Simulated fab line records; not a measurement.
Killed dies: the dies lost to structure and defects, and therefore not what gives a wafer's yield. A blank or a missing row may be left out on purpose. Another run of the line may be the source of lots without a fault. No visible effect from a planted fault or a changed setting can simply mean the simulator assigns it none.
Which tool is to blame? / flow nand_harc / Sampling: 11 lots, 33 wafers, 5 of 1159 route steps

WHAT THE GAUGES READ, wafer by wafer
NHARC_A_M1_CD_MEAS_09: target cd 120 nm.
lot=L743; measured=day 17 19:52; on=cd_sem-02; cd_nm (nm)=119.6 119.8 119.8
lot=L749; measured=day 18 23:43; on=cd_sem-02; cd_nm (nm)=145.6 145.6 144.9
lot=L748; measured=day 19 00:40; on=cd_sem-01; cd_nm (nm)=141.2 140.5 141.3
lot=L750; measured=day 19 11:02; on=cd_sem-01; cd_nm (nm)=120.5 120.9 121.0
lot=L755; measured=day 20 18:42; on=cd_sem-02; cd_nm (nm)=119.5 119.6 119.3
lot=L758; measured=day 21 18:50; on=cd_sem-02; cd_nm (nm)=119.3 118.8 119.0
lot=L762; measured=day 22 08:25; on=cd_sem-01; cd_nm (nm)=120.8 120.5 120.9
lot=L759; measured=day 22 09:14; on=cd_sem-02; cd_nm (nm)=119.2 119.4 119.4
lot=L760; measured=day 22 14:41; on=cd_sem-01; cd_nm (nm)=120.2 119.7 120.7
lot=L763; measured=day 22 19:02; on=cd_sem-01; cd_nm (nm)=119.6 120.5 120.0
lot=L766; measured=day 23 13:03; on=cd_sem-01; cd_nm (nm)=120.4 120.0 120.5

EACH LOT AND THE TOOL THAT RAN IT (in order: tool; ch and the chambers of the sampled wafers; start)
lot=L743; NHARC_A_M0_DESCUM_14=rie_diel-05 ch 0,1,3, day 17 15:46; NHARC_A_M0_PRE_CLEAN_31=pecvd-04 ch 0,1, day 17 18:22; NHARC_A_M0_DEP_32=pecvd-04 ch 0,1, day 17 18:29; NHARC_A_M1_EXPOSE_06=arfi_scanner-03 ch 0, day 17 19:43
lot=L749; NHARC_A_M0_DESCUM_14=rie_diel-12 ch 1,2,3, day 18 19:48; NHARC_A_M0_PRE_CLEAN_31=pecvd-04 ch 0,1,2, day 18 22:20; NHARC_A_M0_DEP_32=pecvd-04 ch 0,1,2, day 18 22:25; NHARC_A_M1_EXPOSE_06=arfi_scanner-01 ch 0, day 18 23:35
lot=L748; NHARC_A_M0_DESCUM_14=rie_diel-05 ch 0,2,3, day 18 20:16; NHARC_A_M0_PRE_CLEAN_31=pecvd-03 ch 0,2, day 18 23:04; NHARC_A_M0_DEP_32=pecvd-03 ch 0,2, day 18 23:12; NHARC_A_M1_EXPOSE_06=arfi_scanner-01 ch 0, day 19 00:31
lot=L750; NHARC_A_M0_DESCUM_14=rie_diel-01 ch 1,2, day 19 06:47; NHARC_A_M0_PRE_CLEAN_31=pecvd-01 ch 0,1, day 19 09:32; NHARC_A_M0_DEP_32=pecvd-01 ch 0,1, day 19 09:47; NHARC_A_M1_EXPOSE_06=arfi_scanner-03 ch 0, day 19 10:53
lot=L755; NHARC_A_M0_DESCUM_14=rie_diel-01 ch 0,1,3, day 20 14:16; NHARC_A_M0_PRE_CLEAN_31=pecvd-01 ch 0,1,2, day 20 17:24; NHARC_A_M0_DEP_32=pecvd-01 ch 0,1,2, day 20 17:29; NHARC_A_M1_EXPOSE_06=arfi_scanner-02 ch 0, day 20 18:34
lot=L758; NHARC_A_M0_DESCUM_14=rie_diel-05 ch 0,3, day 21 14:44; NHARC_A_M0_PRE_CLEAN_31=pecvd-03 ch 1,2, day 21 17:30; NHARC_A_M0_DEP_32=pecvd-03 ch 1,2, day 21 17:35; NHARC_A_M1_EXPOSE_06=arfi_scanner-02 ch 0, day 21 18:41
lot=L762; NHARC_A_M0_DESCUM_14=rie_diel-01 ch 0,2,3, day 22 04:33; NHARC_A_M0_PRE_CLEAN_31=pecvd-03 ch 0,2, day 22 07:05; NHARC_A_M0_DEP_32=pecvd-03 ch 0,2, day 22 07:10; NHARC_A_M1_EXPOSE_06=arfi_scanner-02 ch 0, day 22 08:17
lot=L759; NHARC_A_M0_DESCUM_14=rie_diel-05 ch 0,1,3, day 22 05:29; NHARC_A_M0_PRE_CLEAN_31=pecvd-04 ch 1,2, day 22 08:04; NHARC_A_M0_DEP_32=pecvd-04 ch 1,2, day 22 08:10; NHARC_A_M1_EXPOSE_06=arfi_scanner-02 ch 0, day 22 09:06
lot=L760; NHARC_A_M0_DESCUM_14=rie_diel-05 ch 1,2,3, day 22 10:56; NHARC_A_M0_PRE_CLEAN_31=pecvd-04 ch 0,2, day 22 13:31; NHARC_A_M0_DEP_32=pecvd-04 ch 0,2, day 22 13:37; NHARC_A_M1_EXPOSE_06=arfi_scanner-02 ch 0, day 22 14:33
lot=L763; NHARC_A_M0_DESCUM_14=rie_diel-01 ch 0,2,3, day 22 15:07; NHARC_A_M0_PRE_CLEAN_31=pecvd-04 ch 0,1, day 22 17:44; NHARC_A_M0_DEP_32=pecvd-04 ch 0,1, day 22 17:49; NHARC_A_M1_EXPOSE_06=arfi_scanner-03 ch 0, day 22 18:55
lot=L766; NHARC_A_M0_DESCUM_14=rie_diel-05 ch 0,2,3, day 23 08:49; NHARC_A_M0_PRE_CLEAN_31=pecvd-04 ch 0,1,2, day 23 11:51; NHARC_A_M0_DEP_32=pecvd-04 ch 0,1,2, day 23 11:56; NHARC_A_M1_EXPOSE_06=arfi_scanner-03 ch 0, day 23 12:55
- NHARC_A_M0_DESCUM_14: chemistry O2, time 3 s.
- NHARC_A_M0_PRE_CLEAN_31: time 12 s.
- NHARC_A_M0_DEP_32: deposits SiCN, target thk 30 nm.
- NHARC_A_M1_EXPOSE_06: exposes mask A M1, target cd 120 nm.

THE ANSWER, worked out from the rows above alone
Rule: the lots themselves supply what counts as usual. Put in order of their means at a reading, lots are off if they are a third of the lots or fewer, leave a main group of 4 or more, and stand apart from it by a gap of 3 or more times the standard deviation of the main group's means; of several such gaps the widest counts. A main group is skipped when, at the precision printed for the reading in the tables above, its means are all equal. A lot without any number at a reading at which 4 lots or more have one is off too. Any other lot the step has rows for is counted as sound.
Off: L749, L748, at NHARC_A_M1_CD_MEAS_09 (cd_nm). The main group: mean 120.0 nm, standard deviation 0.58.
A tool fits if, at a process step before that reading, it ran every lot that is off, and no sound lot after the first of them. Those tools and the gauges at NHARC_A_M1_CD_MEAS_09 are tried in the same way. One candidate fits, namely arfi_scanner-01 at NHARC_A_M1_EXPOSE_06. It ran no sound lot before its first lot that is off in this sample, so the start can't be narrowed down.

WHAT WAS PUT IN BY THE SIMULATOR
Process parameter drift: arfi_scanner-01, from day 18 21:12 on, at NHARC_A_M1_EXPOSE_06. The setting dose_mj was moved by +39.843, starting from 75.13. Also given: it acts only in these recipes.
Struck lots among those shown: L749, L748. Same finding as the rule above.
